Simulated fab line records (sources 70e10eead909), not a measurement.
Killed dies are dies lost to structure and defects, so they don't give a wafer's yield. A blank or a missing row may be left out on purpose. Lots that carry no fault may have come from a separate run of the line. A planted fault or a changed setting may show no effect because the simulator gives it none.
Which tool is to blame? :: flow nandHarc :: 11 lots, 33 wafers sampled, at 5 steps of a route of 1302

== WHAT THE GAUGES READ, wafer by wafer ==
NHARC_A_CHANNEL_FILL_D1_INSPECT_13. Usual: rawDefectCount 308, standard deviation 140.
lot: L494
measured: day 12 05:19
on: defectInspect-02
rawDefectCount: 230 424 416
flag: 

lot: L495
measured: day 12 08:13
on: defectInspect-01
rawDefectCount: 402 168 229
flag: 

lot: L503
measured: day 15 23:41
on: defectInspect-02
rawDefectCount: 444 271 228
flag: 

lot: L505
measured: day 17 05:42
on: defectInspect-01
rawDefectCount: 305 184 353
flag: 

lot: L506
measured: day 17 05:42
on: defectInspect-02
rawDefectCount: 314 370 320
flag: 

lot: L508
measured: day 17 17:29
on: defectInspect-02
rawDefectCount: 347 231 298
flag: 

lot: L507
measured: day 17 17:29
on: defectInspect-01
rawDefectCount: 210 212 291
flag: 

lot: L509
measured: day 18 13:47
on: defectInspect-01
rawDefectCount: 352 221 393
flag: 

lot: L510
measured: day 18 17:26
on: defectInspect-01
rawDefectCount: 309 695 264
flag: 

lot: L513
measured: day 20 05:07
on: defectInspect-02
rawDefectCount: 179 324 284
flag: 

lot: L514
measured: day 20 08:46
on: defectInspect-02
rawDefectCount: 215 294 381
flag: 

NHARC_END_SORT_01. Usual: killedAtArray 52, standard deviation 20; killedAtOther 1.0, standard deviation 1.3; killedAtPeriphery 3.7, standard deviation 2.2; killedDies 57, standard deviation 20; killedOpen 3.2, standard deviation 1.6; killedShort 2.4, standard deviation 1.6.
lot: L503
measured: day 29 10:06
on: prober-02
killedAtArray: 31 28 29
killedAtOther: 1 0 1
killedAtPeriphery: 5 2 3
killedDies: 37 30 33
killedOpen: 3 9 5
killedShort: 2 0 0
flag: 

== WHAT TOOL EACH LOT RAN ON (gives the tool, then ch and the chambers of the sampled wafers, and finally the start) ==
lot: L494
NHARC_A_CHANNEL_HOLE_D1_ETCH_24: harEtch-01 ch 0,1, day 9 22:25
NHARC_A_DECK1_JOINT_ETCHBACK_07: rieSi-05 ch 0,3, day 12 05:23
NHARC_A_DECK1_JOINT_ETCHBACK_00: rieSi-03 ch 0,1, day 12 20:14

lot: L495
NHARC_A_CHANNEL_HOLE_D1_ETCH_24: harEtch-01 ch 0, day 10 04:02
NHARC_A_DECK1_JOINT_ETCHBACK_07: rieSi-03 ch 0,2,3, day 12 08:17
NHARC_A_DECK1_JOINT_ETCHBACK_00: rieSi-03 ch 0,1, day 13 02:04

lot: L503
NHARC_A_CHANNEL_HOLE_D1_ETCH_24: harEtch-01 ch 0,1, day 13 19:44
NHARC_A_DECK1_JOINT_ETCHBACK_07: rieSi-05 ch 0,1,3, day 15 23:45
NHARC_A_DECK1_JOINT_ETCHBACK_00: rieSi-03 ch 0,2,3, day 16 10:14

lot: L505
NHARC_A_CHANNEL_HOLE_D1_ETCH_24: harEtch-01 ch 0,1, day 15 01:46
NHARC_A_DECK1_JOINT_ETCHBACK_07: rieSi-03 ch 0,2,3, day 17 05:46
NHARC_A_DECK1_JOINT_ETCHBACK_00: rieSi-01 ch 0,1,3, day 17 19:58

lot: L506
NHARC_A_CHANNEL_HOLE_D1_ETCH_24: harEtch-02 ch 0,1, day 15 02:17
NHARC_A_DECK1_JOINT_ETCHBACK_07: rieSi-05 ch 2,3, day 17 05:47
NHARC_A_DECK1_JOINT_ETCHBACK_00: rieSi-05 ch 0,3, day 17 19:56

lot: L508
NHARC_A_CHANNEL_HOLE_D1_ETCH_24: harEtch-02 ch 0,1, day 15 12:50
NHARC_A_DECK1_JOINT_ETCHBACK_07: rieSi-05 ch 1,2,3, day 17 17:34
NHARC_A_DECK1_JOINT_ETCHBACK_00: rieSi-05 ch 1,3, day 18 04:13

lot: L507
NHARC_A_CHANNEL_HOLE_D1_ETCH_24: harEtch-01 ch 1, day 15 13:44
NHARC_A_DECK1_JOINT_ETCHBACK_07: rieSi-01 ch 0,1,3, day 17 17:33
NHARC_A_DECK1_JOINT_ETCHBACK_00: rieSi-01 ch 2,3, day 18 04:13

lot: L509
NHARC_A_CHANNEL_HOLE_D1_ETCH_24: harEtch-01 ch 0,1, day 16 05:29
NHARC_A_DECK1_JOINT_ETCHBACK_07: rieSi-03 ch 0,2, day 18 13:51
NHARC_A_DECK1_JOINT_ETCHBACK_00: rieSi-03 ch 0,2,3, day 19 01:20

lot: L510
NHARC_A_CHANNEL_HOLE_D1_ETCH_24: harEtch-02 ch 0,1, day 16 09:30
NHARC_A_DECK1_JOINT_ETCHBACK_07: rieSi-05 ch 0,1,3, day 18 17:31
NHARC_A_DECK1_JOINT_ETCHBACK_00: rieSi-03 ch 0,1,2, day 19 04:43

lot: L513
NHARC_A_CHANNEL_HOLE_D1_ETCH_24: harEtch-02 ch 0, day 18 00:37
NHARC_A_DECK1_JOINT_ETCHBACK_07: rieSi-03 ch 1,2, day 20 05:10
NHARC_A_DECK1_JOINT_ETCHBACK_00: rieSi-01 ch 1,2, day 20 20:04

lot: L514
NHARC_A_CHANNEL_HOLE_D1_ETCH_24: harEtch-01 ch 0,1, day 18 04:50
NHARC_A_DECK1_JOINT_ETCHBACK_07: rieSi-01 ch 0,1,2, day 20 08:51
NHARC_A_DECK1_JOINT_ETCHBACK_00: rieSi-03 ch 0,2,3, day 20 20:06
- NHARC_A_CHANNEL_HOLE_D1_ETCH_24: etches the open film in C4F8/O2/Ar, time 906.2 s, target depth 1500 nm.
- NHARC_A_DECK1_JOINT_ETCHBACK_07: etches the open film in HBr, target depth 105 nm, time 26.9 s.
- NHARC_A_DECK1_JOINT_ETCHBACK_00: etches the open film in HBr, target depth 30 nm, time 17.4 s.

== WHAT THE TOOLS THEMSELVES READ (means of the sampled wafers that have a number; where no wafer has one, the mark that the record gives instead) ==
NHARC_A_CHANNEL_HOLE_D1_ETCH_24. Usual: drypumpMotorCurrentA 5.9 A, standard deviation 0.46; heBacksideLeakSccm 6.5 sccm, standard deviation 0.98; showerheadPlenumPTorr 3.68 Torr, standard deviation 0.11; throttleValvePct 32.236 %, standard deviation 0.0095.
lot: L494
tool: harEtch-01
drypumpMotorCurrentA (A): 6.2
heBacksideLeakSccm (sccm): 5.8
showerheadPlenumPTorr (Torr): 3.72
throttleValvePct (%): 32.235
flag: 

lot: L495
tool: harEtch-01
drypumpMotorCurrentA (A): 6.4
heBacksideLeakSccm (sccm): 6.2
showerheadPlenumPTorr (Torr): 3.72
throttleValvePct (%): 32.234
flag: 

lot: L503
tool: harEtch-01
drypumpMotorCurrentA (A): 6.2
heBacksideLeakSccm (sccm): 6.3
showerheadPlenumPTorr (Torr): 3.69
throttleValvePct (%): 32.234
flag: 

lot: L505
tool: harEtch-01
drypumpMotorCurrentA (A): 6.2
heBacksideLeakSccm (sccm): 6.2
showerheadPlenumPTorr (Torr): 3.68
throttleValvePct (%): 32.231
flag: 

lot: L506
tool: harEtch-02
drypumpMotorCurrentA (A): 5.5
heBacksideLeakSccm (sccm): 7.8
showerheadPlenumPTorr (Torr): 3.57
throttleValvePct (%): 32.229
flag: 

lot: L508
tool: harEtch-02
drypumpMotorCurrentA (A): 5.8
heBacksideLeakSccm (sccm): 7.7
showerheadPlenumPTorr (Torr): 3.56
throttleValvePct (%): 32.232
flag: 

lot: L507
tool: harEtch-01
drypumpMotorCurrentA (A): 6.1
heBacksideLeakSccm (sccm): 6.3
showerheadPlenumPTorr (Torr): 3.68
throttleValvePct (%): 32.231
flag: 

lot: L509
tool: harEtch-01
drypumpMotorCurrentA (A): 6.2
heBacksideLeakSccm (sccm): 6.6
showerheadPlenumPTorr (Torr): 3.67
throttleValvePct (%): 32.234
flag: 

lot: L510
tool: harEtch-02
drypumpMotorCurrentA (A): 5.4
heBacksideLeakSccm (sccm): 7.6
showerheadPlenumPTorr (Torr): 3.56
throttleValvePct (%): 32.235
flag: 

lot: L513
tool: harEtch-02
drypumpMotorCurrentA (A): 5.1
heBacksideLeakSccm (sccm): 4.6
showerheadPlenumPTorr (Torr): 3.92
throttleValvePct (%): 32.237
flag: 

lot: L514
tool: harEtch-01
drypumpMotorCurrentA (A): 6.3
heBacksideLeakSccm (sccm): 6.5
showerheadPlenumPTorr (Torr): 3.66
throttleValvePct (%): 32.232
flag: 

NHARC_A_DECK1_JOINT_ETCHBACK_07. Usual: drypumpMotorCurrentA 5.6 A, standard deviation 0.35; heBacksideLeakSccm 2.7 sccm, standard deviation 0.35; oesProductAu 1.002 a.u., standard deviation 0.0071; rfFwdPowerW 344.9 W, standard deviation 1.9; runLengthS 48.1 s, standard deviation 0.5; throttleValvePct 23.267 %, standard deviation 0.0094.
lot: L494
tool: rieSi-05
drypumpMotorCurrentA (A): 5.5
heBacksideLeakSccm (sccm): 2.9
oesProductAu (a.u.): 1.000
rfFwdPowerW (W): 346.4
runLengthS (s): 48.5
throttleValvePct (%): 23.267
flag: 

lot: L495
tool: rieSi-03
drypumpMotorCurrentA (A): 5.4
heBacksideLeakSccm (sccm): 2.6
oesProductAu (a.u.): 1.003
rfFwdPowerW (W): 345.4
runLengthS (s): 48.4
throttleValvePct (%): 23.264
flag: 

lot: L503
tool: rieSi-05
drypumpMotorCurrentA (A): 5.3
heBacksideLeakSccm (sccm): 2.7
oesProductAu (a.u.): 1.005
rfFwdPowerW (W): 345.0
runLengthS (s): 48.3
throttleValvePct (%): 23.266
flag: 

lot: L505
tool: rieSi-03
drypumpMotorCurrentA (A): 5.4
heBacksideLeakSccm (sccm): 2.7
oesProductAu (a.u.): 1.006
rfFwdPowerW (W): 345.2
runLengthS (s): 48.5
throttleValvePct (%): 23.277
flag: 

lot: L506
tool: rieSi-05
drypumpMotorCurrentA (A): 5.8
heBacksideLeakSccm (sccm): 2.7
oesProductAu (a.u.): 1.006
rfFwdPowerW (W): 343.6
runLengthS (s): 48.5
throttleValvePct (%): 23.274
flag: 

lot: L508
tool: rieSi-05
drypumpMotorCurrentA (A): 5.6
heBacksideLeakSccm (sccm): 2.5
oesProductAu (a.u.): 1.006
rfFwdPowerW (W): 345.1
runLengthS (s): 47.9
throttleValvePct (%): 23.267
flag: 

lot: L507
tool: rieSi-01
drypumpMotorCurrentA (A): 5.9
heBacksideLeakSccm (sccm): 2.6
oesProductAu (a.u.): 1.000
rfFwdPowerW (W): 342.3
runLengthS (s): 47.7
throttleValvePct (%): 23.266
flag: 

lot: L509
tool: rieSi-03
drypumpMotorCurrentA (A): 5.4
heBacksideLeakSccm (sccm): 2.7
oesProductAu (a.u.): 1.003
rfFwdPowerW (W): 347.9
runLengthS (s): 48.0
throttleValvePct (%): 23.260
flag: 

lot: L510
tool: rieSi-05
drypumpMotorCurrentA (A): 5.3
heBacksideLeakSccm (sccm): 2.7
oesProductAu (a.u.): 1.009
rfFwdPowerW (W): 345.3
runLengthS (s): 48.3
throttleValvePct (%): 23.256
flag: 

lot: L513
tool: rieSi-03
drypumpMotorCurrentA (A): 5.4
heBacksideLeakSccm (sccm): 2.4
oesProductAu (a.u.): 1.005
rfFwdPowerW (W): 345.4
runLengthS (s): 48.2
throttleValvePct (%): 23.271
flag: 

lot: L514
tool: rieSi-01
drypumpMotorCurrentA (A): 5.8
heBacksideLeakSccm (sccm): 2.7
oesProductAu (a.u.): 1.005
rfFwdPowerW (W): 344.3
runLengthS (s): 47.9
throttleValvePct (%): 23.278
flag: 

NHARC_A_DECK1_JOINT_ETCHBACK_00. Usual: drypumpMotorCurrentA 5.6 A, standard deviation 0.33; heBacksideLeakSccm 2.64 sccm, standard deviation 0.22; oesProductAu 1.001 a.u., standard deviation 0.009; rfFwdPowerW 344.0 W, standard deviation 2.1; runLengthS 38.5 s, standard deviation 0.44; throttleValvePct 23.265 %, standard deviation 0.0099.
lot: L494
tool: rieSi-03
drypumpMotorCurrentA (A): 5.6
heBacksideLeakSccm (sccm): 2.62
oesProductAu (a.u.): 1.000
rfFwdPowerW (W): 345.7
runLengthS (s): 35.1
throttleValvePct (%): 23.268
flag: OFF

lot: L495
tool: rieSi-03
drypumpMotorCurrentA (A): 5.6
heBacksideLeakSccm (sccm): 2.53
oesProductAu (a.u.): 1.011
rfFwdPowerW (W): 345.6
runLengthS (s): 36.7
throttleValvePct (%): 23.269
flag: OFF

lot: L503
tool: rieSi-03
drypumpMotorCurrentA (A): 5.4
heBacksideLeakSccm (sccm): 2.62
oesProductAu (a.u.): 1.007
rfFwdPowerW (W): 345.9
runLengthS (s): 38.6
throttleValvePct (%): 23.259
flag: 

lot: L505
tool: rieSi-01
drypumpMotorCurrentA (A): 5.9
heBacksideLeakSccm (sccm): 2.62
oesProductAu (a.u.): 0.994
rfFwdPowerW (W): 341.1
runLengthS (s): 38.2
throttleValvePct (%): 23.263
flag: 

lot: L506
tool: rieSi-05
drypumpMotorCurrentA (A): 5.5
heBacksideLeakSccm (sccm): 2.78
oesProductAu (a.u.): 1.007
rfFwdPowerW (W): 344.7
runLengthS (s): 39.0
throttleValvePct (%): 23.274
flag: 

lot: L508
tool: rieSi-05
drypumpMotorCurrentA (A): 5.5
heBacksideLeakSccm (sccm): 2.77
oesProductAu (a.u.): 1.008
rfFwdPowerW (W): 344.2
runLengthS (s): 39.2
throttleValvePct (%): 23.275
flag: 

lot: L507
tool: rieSi-01
drypumpMotorCurrentA (A): 5.8
heBacksideLeakSccm (sccm): 3.04
oesProductAu (a.u.): 1.003
rfFwdPowerW (W): 344.6
runLengthS (s): 38.3
throttleValvePct (%): 23.262
flag: 

lot: L509
tool: rieSi-03
drypumpMotorCurrentA (A): 5.4
heBacksideLeakSccm (sccm): 2.63
oesProductAu (a.u.): 1.006
rfFwdPowerW (W): 344.8
runLengthS (s): 38.7
throttleValvePct (%): 23.266
flag: 

lot: L510
tool: rieSi-03
drypumpMotorCurrentA (A): 5.5
heBacksideLeakSccm (sccm): 2.59
oesProductAu (a.u.): 0.990
rfFwdPowerW (W): 345.1
runLengthS (s): 38.7
throttleValvePct (%): 23.269
flag: 

lot: L513
tool: rieSi-01
drypumpMotorCurrentA (A): 5.6
heBacksideLeakSccm (sccm): 2.52
oesProductAu (a.u.): 0.997
rfFwdPowerW (W): 343.2
runLengthS (s): 38.2
throttleValvePct (%): 23.243
flag: 

lot: L514
tool: rieSi-03
drypumpMotorCurrentA (A): 5.4
heBacksideLeakSccm (sccm): 2.70
oesProductAu (a.u.): 1.004
rfFwdPowerW (W): 345.8
runLengthS (s): 38.7
throttleValvePct (%): 23.271
flag: 

== THE ANSWER, worked out from the rows above alone ==
Rule: a lot counts as off when the mean over its wafers that have a number is more than 3 standard deviations away from the usual mean. A lot without any number at a reading at which 4 lots or more have one is off too. Any other lot the step has rows for is counted as sound. First the gauges in route order, then the tools' own readings, where a lot's mean is used as printed above. At the first step where some lot is off, the reading lying furthest off is the one used; lots without a number count as furthest.
Off at NHARC_A_DECK1_JOINT_ETCHBACK_00 (runLengthS): L494, L495.
If a tool, at that step or one of the process steps before it, ran each lot that is off and ran no sound lot following the first of them, it fits. No candidate that was tried fits.

== WHAT HAD BEEN PUT IN BY THE SIMULATOR ==
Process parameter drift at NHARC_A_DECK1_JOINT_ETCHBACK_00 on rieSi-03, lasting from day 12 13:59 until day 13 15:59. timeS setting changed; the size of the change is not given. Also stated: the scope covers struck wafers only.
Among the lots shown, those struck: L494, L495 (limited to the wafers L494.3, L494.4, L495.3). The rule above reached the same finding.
